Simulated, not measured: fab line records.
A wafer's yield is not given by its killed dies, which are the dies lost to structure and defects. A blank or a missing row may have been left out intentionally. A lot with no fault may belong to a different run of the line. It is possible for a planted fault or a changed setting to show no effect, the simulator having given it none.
Chamber matching | flow nand harc | cmp-01 running NHARC_A_BONDPAD_CMP_19: 4 sister chambers
The step polishes, t overpolish 30 s, cu recess touch 16 s, target thk 169.82 nm. 8 wafers are shown with their chamber, then 7 later ones without.

## WAFERS WITH THEIR CHAMBER
wafer  | chamber | motor current A (A) | overpolish run s (s)
L879.5 | 0       | 11.2                | 30.011
L880.1 | 3       | 12.0                | 30.000
L880.5 | 0       | 11.6                | 29.995
L893.2 | 1       | 11.1                | 29.999
L893.3 | 2       | 12.9                | 29.997
L893.5 | 2       | 13.1                | 29.991
L892.2 | 3       | 12.0                | 30.000
L892.3 | 1       | 11.4                | 29.993

## WAFERS WHOSE CHAMBER IS MISSING
wafer  | motor current A (A) | overpolish run s (s)
L892.5 | 11.2                | 30.000
L896.1 | 13.0                | 30.005
L896.2 | 10.7                | 30.006
L896.3 | 12.7                | 30.003
L900.1 | 11.1                | 30.001
L900.2 | 12.3                | 30.005
L900.6 | 10.4                | 29.996

## WHICH CHAMBER EACH WENT THROUGH
wafer  | from the rows above     | in truth
L892.5 | can't be placed: 1 or 0 | 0
L896.1 | 2                       | 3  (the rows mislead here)
L896.2 | can't be placed: 1 or 0 | 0
L896.3 | can't be placed: 2 or 3 | 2
L900.1 | can't be placed: 1 or 0 | 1
L900.2 | 3                       | 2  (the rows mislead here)
L900.6 | can't be placed: 1 or 0 | 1
0 of 7 placed correctly. Can't be placed from these rows: 5 (the true chamber is among the candidates in 5). 2 placed wrongly.
How it was worked out, from the rows above alone: a wafer's distance from a chamber is the root of the sum, over the readings, of the square of ((its reading less the chamber's mean) divided by the reading's scatter). The wafer belongs to the nearest chamber; if the next one is less than 2 further off, it can't be placed. A chamber's mean is the mean of its shown wafers. The scatter: the root of (the sum of the squares of (reading less its chamber's mean) over the shown wafers, divided by (wafers less chambers)).
